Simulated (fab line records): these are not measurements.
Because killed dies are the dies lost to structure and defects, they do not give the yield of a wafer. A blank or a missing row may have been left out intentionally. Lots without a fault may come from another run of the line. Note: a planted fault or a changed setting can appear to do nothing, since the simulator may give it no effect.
Chamber matching	flow n5_finfet	N5_BEOL_M0_ETCH_128 on rie_diel-02: 4 sister chambers
The step etches SiCN in CF4/N2, target depth 12 nm, overetch 5.1 nm, time 21.4 s. 7 wafers are shown with their chamber, then 9 later ones without.

## WAFERS PAIRED WITH THEIR CHAMBERS
wafer	chamber	drypump_motor_current_A (A)	showerhead_plenum_p_Torr (Torr)
L084.6	3	5.9	2.31
L087.1	1	6.2	2.12
L087.4	2	5.7	2.16
L087.5	0	5.2	2.20
L088.1	2	5.7	2.16
L088.3	1	6.1	2.12
L088.6	3	5.9	2.30

## WAFERS WHOSE CHAMBER IS MISSING
wafer	drypump_motor_current_A (A)	showerhead_plenum_p_Torr (Torr)
L090.2	5.9	2.30
L090.4	5.2	2.20
L090.6	5.7	2.16
L092.1	6.1	2.11
L092.2	5.7	2.15
L092.5	5.9	2.30
L097.2	5.9	2.29
L097.3	5.2	2.19
L097.5	5.7	2.15

## WHICH CHAMBER EACH ONE RAN IN
wafer	from the rows above	in truth
L090.2	3	3
L090.4	0	0
L090.6	2	2
L092.1	1	1
L092.2	2	2
L092.5	3	3
L097.2	3	3
L097.3	0	0
L097.5	2	2
Correct placement for 9 of the 9. Can't be placed from these rows: 0. 0 placed wrongly.
How it was worked out, from the rows above alone: a wafer's distance from a chamber is the root of the sum, over the readings, of the square of ((its reading less the chamber's mean) divided by the reading's scatter). The wafer belongs to the nearest chamber; if the next one is less than 2 further off, it can't be placed. The mean given for a chamber averages the wafers shown for that chamber. The scatter: the root of (the sum of the squares of (reading less its chamber's mean) over the shown wafers, divided by (wafers less chambers)).
